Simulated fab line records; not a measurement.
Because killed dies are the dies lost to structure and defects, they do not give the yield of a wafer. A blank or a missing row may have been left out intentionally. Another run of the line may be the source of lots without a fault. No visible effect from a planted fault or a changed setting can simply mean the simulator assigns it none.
fab line records ; flow n5-finfet ; part 1 of 2: steps 1 to 4 of 6
record lots=21; wafers=63; last-day=18
route steps=1938 shown BEOL_M4@1069 BEOL_M5@1129
lots untouched by any fault: they come from a run of this same line in which no faults occurred
start-h: hours from the record's opening day to when the first of the lot's shown wafers began ; wait-h: hours elapsed since this lot's preceding step ; " the same as in the row above ; L1.1+2: a single row standing in for several wafers ; - value missing, or start not given ; * or withheld: withheld ; < > ~ a bound
route shown NAME@n: a module of which the file shows steps, and the number in the route of the first ; usual: the fault-free wafers' mean and standard deviation ; same: alike in all rows ; chamber/n: place in a boat ; sites: the reading at each site ; _std_site: standard deviation of those values ; _edge_site: outer sites' mean less inner sites' ; radius-mm: for every site, how far away it sits from the centre of the wafer ; mask NAME#n: copy n ; behind: the tool/chamber that last shaped the wafer ; hold: reason for holding the lot/hours on hold/outcome of the hold ; device: the transistor (n, p or np) that didn't switch ; end of line: the route-end tests of the same wafers ; a step with no rows: only its recipe ; killed: dies that structure and defects cost at the first sort, which is not the same as the wafer's yield ; map: the dies of a wafer, with x for killed, . for not killed, _ for no die there
set.NAME: the run value of the setting; set.NAME@STEP: its run value at that earlier step ; model.NAME: the simulator's own value behind a step, which no gauge read
the route's steps for a sample of lots (tables are steps, rows are wafers)
services: when a tool's chamber went out of use (start-h, in hours from the record's first day, below 0 if earlier), for how many hours, and the reason
## steps
# step N5_BEOL_M4_STRIP_36
# recipe chemistry=N2/H2; power-w=450; temp-c=40; pressure-mtorr=20; rf-frequency-hz=6e+07; overash-fraction=0.3; bias-power-w=7; h2-frac=0.5; n2-flow-sccm=200; h2-flow-sccm=200
# usual drypump-motor-current-A=5.6/0.47; oes-product-au=0.77/0.088; power-w=449.9/1.3; rf-vpp-V=59.0/1.5; showerhead-plenum-p-Torr=2.52/0.081; temp-c=40.01/0.11; throttle-valve-pct=23.80/0.29
lot.wafer;tool;chamber;start-h;wait-h;drypump-motor-current-A;oes-product-au;power-w;rf-hours-counter-h;rf-vpp-V;showerhead-plenum-p-Torr;temp-c;throttle-valve-pct
L076.2;rie-diel-01;3;187.44;0.0;5.7;0.75;452.6;176;59.3;2.64;39.99;23.74
L076.4;rie-diel-01;2;187.44;0.0;5.1;0.73;450.9;178;58.0;2.53;39.98;23.88
L076.6;rie-diel-01;2;187.44;0.0;5.1;0.73;450.5;-;59.0;2.53;40.05;23.88
L075.3;rie-diel-05;0;187.47;0.0;5.6;0.68;450.0;227;59.5;2.51;39.98;23.80
L075.4;rie-diel-05;1;187.47;0.0;5.2;0.83;450.1;69;59.5;2.47;40.07;23.61
L075.6;rie-diel-05;1;187.47;0.0;5.2;0.84;450.4;-;57.6;2.47;40.02;23.59
L077.2;rie-diel-02;1;194.33;0.0;5.8;0.83;448.6;84;59.8;2.68;39.78;23.97
L077.4;rie-diel-02;1;194.33;0.0;5.8;0.84;448.9;-;57.8;2.68;40.00;23.97
L077.6;rie-diel-02;0;194.33;0.0;5.9;1.01;448.8;-;61.0;2.50;39.91;23.35
L078.3;rie-diel-01;0;194.65;0.0;6.4;0.71;450.5;201;57.5;2.51;40.12;23.79
L078.4;rie-diel-01;2;194.65;0.0;5.1;0.73;450.9;181;59.1;2.53;39.94;23.87
L078.5;rie-diel-01;0;194.65;0.0;6.3;0.71;451.5;-;60.0;2.51;40.07;23.80
L080.3;rie-diel-01;1;211.21;0.0;5.2;0.77;448.8;149;60.3;2.44;40.21;24.37
L080.4;rie-diel-01;3;211.21;0.0;5.7;0.74;450.0;184;61.4;2.64;40.10;23.76
L080.5;rie-diel-01;1;211.21;0.0;5.2;0.76;450.4;-;60.5;2.44;40.13;24.41
L081.2;rie-diel-02;1;221.11;0.0;5.8;0.80;450.3;95;59.2;2.68;39.88;23.99
L081.5;rie-diel-02;1;221.11;0.0;5.8;0.82;449.7;-;59.0;2.67;39.83;24.01
L081.6;rie-diel-02;3;221.11;0.0;5.4;1.00;449.1;-;58.3;2.60;40.24;23.52
L083.1;rie-diel-05;0;226.42;0.0;5.6;0.69;450.5;241;60.5;2.50;40.17;23.83
L083.3;rie-diel-05;3;226.42;0.0;5.9;0.72;450.4;196;58.0;2.42;39.95;23.70
L083.6;rie-diel-05;2;226.42;0.0;5.1;0.72;449.6;-;55.9;2.41;40.18;23.28
L082.2;rie-diel-01;3;228.71;0.0;5.8;0.74;448.5;190;60.6;2.64;40.01;23.77
L082.3;rie-diel-01;1;228.71;0.0;5.2;0.76;451.4;156;57.4;2.44;39.90;24.39
L082.6;rie-diel-01;3;228.71;0.0;5.7;0.74;450.4;-;58.2;2.64;40.10;23.78
L084.4;rie-diel-01;3;231.58;0.0;5.7;0.74;448.3;191;59.3;2.64;40.05;23.76
L084.5;rie-diel-01;1;231.58;0.0;5.2;0.76;450.6;-;55.4;2.44;40.11;24.38
L084.6;rie-diel-01;2;231.58;0.0;5.1;0.72;446.3;-;59.7;2.53;40.01;23.90
L086.3;rie-diel-01;2;236.67;0.0;5.1;0.71;451.4;195;59.3;2.53;39.98;23.89
L086.4;rie-diel-01;0;236.67;0.0;6.3;0.71;448.5;218;59.8;2.50;40.06;23.79
L086.5;rie-diel-01;3;236.67;0.0;5.8;0.72;449.9;-;61.9;2.64;39.96;23.77
L087.3;rie-diel-01;2;254.67;0.0;5.1;0.71;452.2;202;60.0;2.52;40.07;23.89
L087.5;rie-diel-01;3;254.67;0.0;5.8;0.73;450.0;-;59.6;2.63;39.98;23.77
L087.6;rie-diel-01;2;254.67;0.0;5.2;0.72;449.9;-;60.5;2.52;39.81;23.88
L085.4;rie-diel-05;2;259.06;0.0;5.1;0.70;449.7;-;56.4;2.41;39.74;23.29
L085.5;rie-diel-05;1;259.06;0.0;5.2;0.80;449.8;-;58.3;2.46;39.96;23.66
L085.6;rie-diel-05;3;259.06;0.0;5.9;0.71;449.6;-;58.7;2.41;39.78;23.75
L088.2;rie-diel-02;2;262.30;0.0;6.7;0.96;449.5;6;56.1;2.60;40.07;23.64
L088.3;rie-diel-02;1;262.30;0.0;5.8;0.81;451.6;108;60.5;2.67;40.25;24.01
L088.6;rie-diel-02;3;262.30;0.0;5.4;0.92;449.5;-;60.6;2.59;39.83;23.53
L089.1;rie-diel-02;2;265.06;0.0;6.8;0.96;451.8;8;60.2;2.60;40.18;23.65
L089.4;rie-diel-02;3;265.06;0.0;5.4;0.94;449.8;20;61.1;2.59;39.98;23.56
L089.6;rie-diel-02;0;265.06;0.0;5.9;0.92;450.0;-;58.2;2.49;40.05;23.43
L090.1;rie-diel-05;1;265.08;0.0;5.2;0.82;449.6;97;60.5;2.46;39.89;23.65
L090.3;rie-diel-05;3;265.08;0.0;5.9;0.70;449.2;211;57.1;2.41;40.24;23.73
L090.4;rie-diel-05;2;265.08;0.0;5.1;0.70;447.5;-;58.2;2.41;40.11;23.30
L091.2;rie-diel-01;3;266.65;0.0;5.7;0.73;449.2;205;56.6;2.63;40.08;23.78
L091.3;rie-diel-01;1;266.65;0.0;5.2;0.75;448.7;170;60.0;2.43;40.07;24.41
L091.6;rie-diel-01;1;266.65;0.0;5.2;0.76;449.9;-;58.6;2.43;40.09;24.45
L092.3;rie-diel-01;1;287.56;0.0;5.2;0.74;449.8;176;57.7;2.43;39.96;24.41
L092.5;rie-diel-01;2;287.56;0.0;5.1;0.69;449.7;-;60.6;2.52;40.04;23.97
L092.6;rie-diel-01;3;287.56;0.0;5.7;0.71;451.1;-;60.3;2.63;40.00;23.76
L094.1;rie-diel-05;0;294.27;0.0;5.7;0.99;450.2;7;59.3;2.49;39.99;23.62
L094.2;rie-diel-05;2;294.27;0.0;5.1;0.69;450.8;223;61.0;2.40;39.99;23.32
L094.4;rie-diel-05;3;294.27;0.0;5.9;0.69;451.7;222;60.1;2.41;39.87;23.74
L093.1;rie-diel-05;0;297.86;0.0;5.6;0.98;450.2;8;59.4;2.49;40.10;23.66
L093.3;rie-diel-05;1;297.86;0.0;5.2;0.81;448.9;109;58.1;2.45;39.90;23.69
L093.5;rie-diel-05;1;297.86;0.0;5.3;0.80;451.7;-;57.6;2.45;39.99;23.63
L095.2;rie-diel-01;0;303.35;0.0;6.4;0.70;449.6;240;60.2;2.49;40.01;23.81
L095.4;rie-diel-01;3;303.35;0.0;5.7;0.73;450.5;216;59.4;2.63;40.16;23.79
L095.6;rie-diel-01;1;303.35;0.0;5.2;0.75;450.3;-;59.8;2.43;39.98;24.46
L097.4;rie-diel-02;1;303.35;0.0;5.8;0.79;448.3;123;58.1;2.66;39.96;24.02
L097.5;rie-diel-02;0;303.35;0.0;5.9;0.90;449.8;-;59.9;2.48;39.92;23.45
L097.6;rie-diel-02;1;303.35;0.0;5.8;0.76;447.2;-;57.9;2.66;40.12;24.04
# step N5_BEOL_M4_TRENCH_ETCH_37
# recipe chemistry=C4F6/O2; target-depth-a=555.55; target=SiOC; time-s=29.2; ion-energy-ev=250; pressure-mtorr=30; source-w=355; bias-w=185; Ar_flow_sccm=300; C4F6_flow_sccm=10; O2_flow_sccm=10
# usual drypump-motor-current-A=5.6/0.46; oes_o_777_au=0.77/0.084; oes-product-au=0.77/0.087; rf-vpp-V=669/5.1; showerhead-plenum-p-Torr=2.82/0.086; throttle-valve-pct=20.99/0.19
lot.wafer;tool;chamber;start-h;wait-h;drypump-motor-current-A;oes_o_777_au;oes-product-au;rf-hours-counter-h;rf-vpp-V;showerhead-plenum-p-Torr;throttle-valve-pct
L076.2;rie-diel-01;3;-;-;5.8;0.75;0.75;176;676;2.95;21.06
L076.4;rie-diel-01;2;-;-;5.1;0.73;0.73;178;667;2.84;20.93
L076.6;rie-diel-01;2;-;-;5.1;0.73;0.73;-;667;2.84;20.91
L075.3;rie-diel-05;0;-;-;5.6;0.70;0.68;227;673;2.81;21.05
L075.4;rie-diel-05;1;-;-;5.2;0.85;0.84;69;670;2.75;20.73
L075.6;rie-diel-05;1;-;-;5.2;0.85;0.83;-;672;2.75;20.72
L077.2;rie-diel-02;1;-;-;5.7;0.81;0.82;84;672;2.99;21.05
L077.4;rie-diel-02;1;-;-;5.8;0.81;0.82;-;670;2.99;21.06
L077.6;rie-diel-02;0;-;-;5.8;1.01;1.02;-;675;2.79;20.77
L078.3;rie-diel-01;0;-;-;6.3;0.72;0.72;201;666;2.83;21.14
L078.4;rie-diel-01;2;-;-;5.1;0.73;0.72;181;668;2.83;20.92
L078.5;rie-diel-01;0;-;-;6.3;0.73;0.71;-;665;2.83;21.14
L080.3;rie-diel-01;1;-;-;5.2;0.75;0.76;149;669;2.74;21.24
L080.4;rie-diel-01;3;-;-;5.7;0.74;0.74;184;678;2.95;21.09
L080.5;rie-diel-01;1;-;-;5.2;0.76;0.77;-;669;2.74;21.22
L081.2;rie-diel-02;1;-;-;5.7;0.79;0.81;95;671;2.98;21.06
L081.5;rie-diel-02;1;-;-;5.8;0.80;0.81;-;671;2.98;21.07
L081.6;rie-diel-02;3;-;-;5.4;0.96;0.98;-;668;2.91;20.72
L083.1;rie-diel-05;0;-;-;5.6;0.68;0.68;241;672;2.81;21.07
L083.3;rie-diel-05;3;-;-;5.9;0.69;0.71;196;666;2.72;20.93
L083.6;rie-diel-05;2;-;-;5.1;0.71;0.71;-;660;2.70;20.56
L082.2;rie-diel-01;3;-;-;5.7;0.73;0.74;190;678;2.95;21.08
L082.3;rie-diel-01;1;-;-;5.2;0.75;0.76;156;669;2.73;21.24
L082.6;rie-diel-01;3;-;-;5.8;0.74;0.74;-;677;2.95;21.05
L084.4;rie-diel-01;3;-;-;5.7;0.74;0.73;191;678;2.95;21.08
L084.5;rie-diel-01;1;-;-;5.2;0.75;0.75;-;669;2.73;21.24
L084.6;rie-diel-01;2;-;-;5.1;0.72;0.71;-;667;2.83;20.92
L086.3;rie-diel-01;2;-;-;5.1;0.72;0.72;195;668;2.83;20.95
L086.4;rie-diel-01;0;-;-;6.3;0.71;0.70;218;664;2.82;21.19
L086.5;rie-diel-01;3;-;-;5.7;0.73;0.74;-;677;2.95;21.08
L087.3;rie-diel-01;2;-;-;5.1;0.72;0.72;202;668;2.83;20.94
L087.5;rie-diel-01;3;-;-;5.7;0.73;0.72;-;679;2.94;21.08
L087.6;rie-diel-01;2;-;-;5.2;0.72;0.71;-;667;2.83;20.94
L085.4;rie-diel-05;2;-;-;5.1;0.71;0.71;-;661;2.70;20.58
L085.5;rie-diel-05;1;-;-;5.2;0.82;0.82;-;670;2.74;20.77
L085.6;rie-diel-05;3;-;-;5.9;0.68;0.70;-;666;2.72;20.94
L088.2;rie-diel-02;2;-;-;6.7;0.98;0.96;6;658;2.91;20.86
L088.3;rie-diel-02;1;-;-;5.8;0.79;0.79;108;669;2.97;21.08
L088.6;rie-diel-02;3;-;-;5.4;0.91;0.92;-;667;2.90;20.75
L089.1;rie-diel-02;2;-;-;6.7;0.97;0.96;8;658;2.91;20.86
L089.4;rie-diel-02;3;-;-;5.4;0.90;0.93;20;667;2.90;20.75
L089.6;rie-diel-02;0;-;-;5.9;0.92;0.91;-;675;2.78;20.86
L090.1;rie-diel-05;1;-;-;5.2;0.81;0.81;97;670;2.74;20.76
L090.3;rie-diel-05;3;-;-;5.9;0.68;0.70;211;667;2.72;20.94
L090.4;rie-diel-05;2;-;-;5.1;0.70;0.70;-;660;2.70;20.59
L091.2;rie-diel-01;3;-;-;5.7;0.73;0.74;205;677;2.94;21.08
L091.3;rie-diel-01;1;-;-;5.2;0.73;0.74;170;668;2.73;21.27
L091.6;rie-diel-01;1;-;-;5.2;0.73;0.74;-;670;2.73;21.27
L092.3;rie-diel-01;1;-;-;5.2;0.73;0.74;176;670;2.72;21.28
L092.5;rie-diel-01;2;-;-;5.1;0.71;0.71;-;667;2.82;20.96
L092.6;rie-diel-01;3;-;-;5.8;0.72;0.73;-;678;2.94;21.09
L094.1;rie-diel-05;0;-;-;5.7;0.95;0.98;7;673;2.80;20.79
L094.2;rie-diel-05;2;-;-;5.1;0.69;0.69;223;661;2.69;20.61
L094.4;rie-diel-05;3;-;-;5.9;0.67;0.69;222;667;2.71;20.96
L093.1;rie-diel-05;0;-;-;5.7;0.95;0.97;9;672;2.80;20.78
L093.3;rie-diel-05;1;-;-;5.2;0.80;0.79;109;671;2.74;20.79
L093.5;rie-diel-05;1;-;-;5.2;0.81;0.80;-;669;2.74;20.79
L095.2;rie-diel-01;0;-;-;6.3;0.70;0.69;240;664;2.81;21.20
L095.4;rie-diel-01;3;-;-;5.7;0.72;0.72;216;677;2.93;21.10
L095.6;rie-diel-01;1;-;-;5.2;0.73;0.73;-;670;2.72;21.28
L097.4;rie-diel-02;1;-;-;5.8;0.78;0.78;123;670;2.97;21.10
L097.5;rie-diel-02;0;-;-;5.9;0.90;0.89;-;673;2.77;20.86
L097.6;rie-diel-02;1;-;-;5.8;0.77;0.79;-;672;2.97;21.13
# step N5_BEOL_M4_ANNEAL_82
# recipe temp-c=400; time-s=240; ambient=vacuum
# usual heater-power-w=832/77
lot.wafer;tool;chamber;start-h;wait-h;heater-power-w
L076.2;pvd-sputter-02;-;189.34;0.0;940
L076.4;pvd-sputter-02;-;189.34;0.0;825
L076.6;pvd-sputter-02;-;189.34;0.0;812
L075.3;pvd-sputter-03;-;189.72;0.0;809
L075.4;pvd-sputter-03;-;189.72;0.0;905
L075.6;pvd-sputter-03;-;189.72;0.0;803
L077.2;pvd-sputter-01;-;195.97;0.0;701
L077.4;pvd-sputter-01;-;195.97;0.0;869
L077.6;pvd-sputter-01;-;195.97;0.0;781
L078.3;pvd-sputter-03;-;196.24;0.0;805
L078.4;pvd-sputter-03;-;196.24;0.0;756
L078.5;pvd-sputter-03;-;196.24;0.0;765
L080.3;pvd-sputter-01;-;213.05;0.0;812
L080.4;pvd-sputter-01;-;213.05;0.0;705
L080.5;pvd-sputter-01;-;213.05;0.0;877
L081.2;pvd-sputter-03;-;222.95;0.0;923
L081.5;pvd-sputter-03;-;222.95;0.0;937
L081.6;pvd-sputter-03;-;222.95;0.0;858
L083.1;pvd-sputter-02;-;228.40;0.0;808
L083.3;pvd-sputter-02;-;228.40;0.0;934
L083.6;pvd-sputter-02;-;228.40;0.0;800
L082.2;pvd-sputter-02;-;231.16;0.0;786
L082.3;pvd-sputter-02;-;231.16;0.0;952
L082.6;pvd-sputter-02;-;231.16;0.0;939
L084.4;pvd-sputter-03;-;233.80;0.0;771
L084.5;pvd-sputter-03;-;233.80;0.0;907
L084.6;pvd-sputter-03;-;233.80;0.0;777
L086.3;pvd-sputter-01;-;238.75;0.0;879
L086.4;pvd-sputter-01;-;238.75;0.0;719
L086.5;pvd-sputter-01;-;238.75;0.0;800
L087.3;pvd-sputter-03;-;256.77;0.0;771
L087.5;pvd-sputter-03;-;256.77;0.0;862
L087.6;pvd-sputter-03;-;256.77;0.0;925
L085.4;pvd-sputter-03;-;260.79;0.0;913
L085.5;pvd-sputter-03;-;260.79;0.0;757
L085.6;pvd-sputter-03;-;260.79;0.0;806
L088.2;pvd-sputter-02;-;263.88;0.0;953
L088.3;pvd-sputter-02;-;263.88;0.0;787
L088.6;pvd-sputter-02;-;263.88;0.0;809
L089.1;pvd-sputter-01;-;267.11;0.0;802
L089.4;pvd-sputter-01;-;267.11;0.0;712
L089.6;pvd-sputter-01;-;267.11;0.0;802
L090.1;pvd-sputter-02;-;267.16;0.0;954
L090.3;pvd-sputter-02;-;267.16;0.0;762
L090.4;pvd-sputter-02;-;267.16;0.0;939
L091.2;pvd-sputter-01;-;269.77;0.0;895
L091.3;pvd-sputter-01;-;269.77;0.0;725
L091.6;pvd-sputter-01;-;269.77;0.0;883
L092.3;pvd-sputter-02;-;289.21;0.0;758
L092.5;pvd-sputter-02;-;289.21;0.0;773
L092.6;pvd-sputter-02;-;289.21;0.0;799
L094.1;pvd-sputter-03;-;296.99;0.0;824
L094.2;pvd-sputter-03;-;296.99;0.0;766
L094.4;pvd-sputter-03;-;296.99;0.0;831
L093.1;pvd-sputter-03;-;299.87;0.0;807
L093.3;pvd-sputter-03;-;299.87;0.0;788
L093.5;pvd-sputter-03;-;299.87;0.0;826
L095.2;pvd-sputter-02;-;305.83;0.0;794
L095.4;pvd-sputter-02;-;305.83;0.0;970
L095.6;pvd-sputter-02;-;305.83;0.0;936
L097.4;pvd-sputter-03;-;306.81;0.0;766
L097.5;pvd-sputter-03;-;306.81;0.0;843
L097.6;pvd-sputter-03;-;306.81;0.0;910
# step N5_BEOL_M4_ANNEAL_87
# recipe temp-c=400; time-s=240; ambient=vacuum
# usual heater-power-w=831/76
lot.wafer;tool;chamber;start-h;wait-h;heater-power-w
L076.2;pvd-sputter-02;-;189.56;0.0;934
L076.4;pvd-sputter-02;-;189.56;0.0;818
L076.6;pvd-sputter-02;-;189.56;0.0;778
L075.3;pvd-sputter-03;-;189.94;0.0;793
L075.4;pvd-sputter-03;-;189.94;0.0;894
L075.6;pvd-sputter-03;-;189.94;0.0;812
L077.2;pvd-sputter-01;-;196.19;0.0;704
L077.4;pvd-sputter-01;-;196.19;0.0;899
L077.6;pvd-sputter-01;-;196.19;0.0;796
L078.3;pvd-sputter-03;-;196.46;0.0;811
L078.4;pvd-sputter-03;-;196.46;0.0;767
L078.5;pvd-sputter-03;-;196.46;0.0;776
L080.3;pvd-sputter-01;-;213.27;0.0;789
L080.4;pvd-sputter-01;-;213.27;0.0;713
L080.5;pvd-sputter-01;-;213.27;0.0;868
L081.2;pvd-sputter-03;-;223.17;0.0;907
L081.5;pvd-sputter-03;-;223.17;0.0;916
L081.6;pvd-sputter-03;-;223.17;0.0;865
L083.1;pvd-sputter-02;-;228.62;0.0;790
L083.3;pvd-sputter-02;-;228.62;0.0;919
L083.6;pvd-sputter-02;-;228.62;0.0;782
L082.2;pvd-sputter-02;-;231.38;0.0;806
L082.3;pvd-sputter-02;-;231.38;0.0;918
L082.6;pvd-sputter-02;-;231.38;0.0;916
L084.4;pvd-sputter-03;-;234.02;0.0;775
L084.5;pvd-sputter-03;-;234.02;0.0;901
L084.6;pvd-sputter-03;-;234.02;0.0;781
L086.3;pvd-sputter-01;-;238.99;0.0;880
L086.4;pvd-sputter-01;-;238.99;0.0;698
L086.5;pvd-sputter-01;-;238.99;0.0;797
L087.3;pvd-sputter-03;-;256.99;0.0;762
L087.5;pvd-sputter-03;-;256.99;0.0;854
L087.6;pvd-sputter-03;-;256.99;0.0;913
L085.4;pvd-sputter-03;-;261.01;0.0;907
L085.5;pvd-sputter-03;-;261.01;0.0;766
L085.6;pvd-sputter-03;-;261.01;0.0;808
L088.2;pvd-sputter-02;-;264.10;0.0;981
L088.3;pvd-sputter-02;-;264.10;0.0;776
L088.6;pvd-sputter-02;-;264.10;0.0;809
L089.1;pvd-sputter-01;-;267.33;0.0;796
L089.4;pvd-sputter-01;-;267.33;0.0;721
L089.6;pvd-sputter-01;-;267.33;0.0;786
L090.1;pvd-sputter-02;-;267.38;0.0;956
L090.3;pvd-sputter-02;-;267.38;0.0;772
L090.4;pvd-sputter-02;-;267.38;0.0;946
L091.2;pvd-sputter-01;-;269.99;0.0;905
L091.3;pvd-sputter-01;-;269.99;0.0;706
L091.6;pvd-sputter-01;-;269.99;0.0;890
L092.3;pvd-sputter-02;-;289.43;0.0;762
L092.5;pvd-sputter-02;-;289.43;0.0;779
L092.6;pvd-sputter-02;-;289.43;0.0;817
L094.1;pvd-sputter-03;-;297.21;0.0;820
L094.2;pvd-sputter-03;-;297.21;0.0;743
L094.4;pvd-sputter-03;-;297.21;0.0;837
L093.1;pvd-sputter-03;-;300.09;0.0;812
L093.3;pvd-sputter-03;-;300.09;0.0;774
L093.5;pvd-sputter-03;-;300.09;0.0;818
L095.2;pvd-sputter-02;-;306.05;0.0;790
L095.4;pvd-sputter-02;-;306.05;0.0;978
L095.6;pvd-sputter-02;-;306.05;0.0;919
L097.4;pvd-sputter-03;-;307.03;0.0;765
L097.5;pvd-sputter-03;-;307.03;0.0;844
L097.6;pvd-sputter-03;-;307.03;0.0;909
